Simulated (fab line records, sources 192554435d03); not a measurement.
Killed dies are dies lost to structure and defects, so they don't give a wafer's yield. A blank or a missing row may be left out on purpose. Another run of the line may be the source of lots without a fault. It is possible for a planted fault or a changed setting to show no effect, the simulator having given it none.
Matching of chambers -- flow n5Finfet -- N5_BEOL_M0_DEP_125 on pecvd-04: 3 sister chambers
The step deposits SiCN from 3MS/NH3, target thk 8 nm, time 14 s. 6 wafers are shown with their chamber, then 7 later ones without.

## EACH WAFER AND ITS CHAMBER
wafer,chamber,throttleValvePct (%),showerheadVppV (V)
L084.4,2,8.7,896
L085.2,1,9.4,890
L085.4,1,9.5,898
L085.5,0,10.1,919
L090.1,0,10.2,942
L090.2,2,8.7,876

## WAFERS WHOSE CHAMBER IS MISSING
wafer,throttleValvePct (%),showerheadVppV (V)
L090.5,10.4,931
L094.1,10.1,909
L094.4,9.9,894
L094.5,10.2,920
L096.2,9.1,864
L096.5,10.3,915
L096.6,8.7,874

## WHICH CHAMBER EACH ONE RAN IN
wafer,from the rows above,in truth
L090.5,0,0
L094.1,0,0
L094.4,0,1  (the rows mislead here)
L094.5,0,0
L096.2,can't be placed: 1 or 2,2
L096.5,0,0
L096.6,2,2
Correctly placed: 5 of 7. Cannot be placed on the basis of these rows: 1; the candidates contain the true chamber in 1. Wrongly placed: 1.
How it was worked out, from the rows above alone: a wafer's distance from a chamber is the root of the sum, over the readings, of the square of ((its reading less the chamber's mean) divided by the reading's scatter). If the next closest chamber is less than 2 further off than the closest, the wafer can't be placed; otherwise it belongs to the closest. The mean given for a chamber averages the wafers shown for that chamber. The scatter: take each reading less its chamber's mean, square it, sum over the shown wafers, divide by the number of wafers less the number of chambers, and take the root.
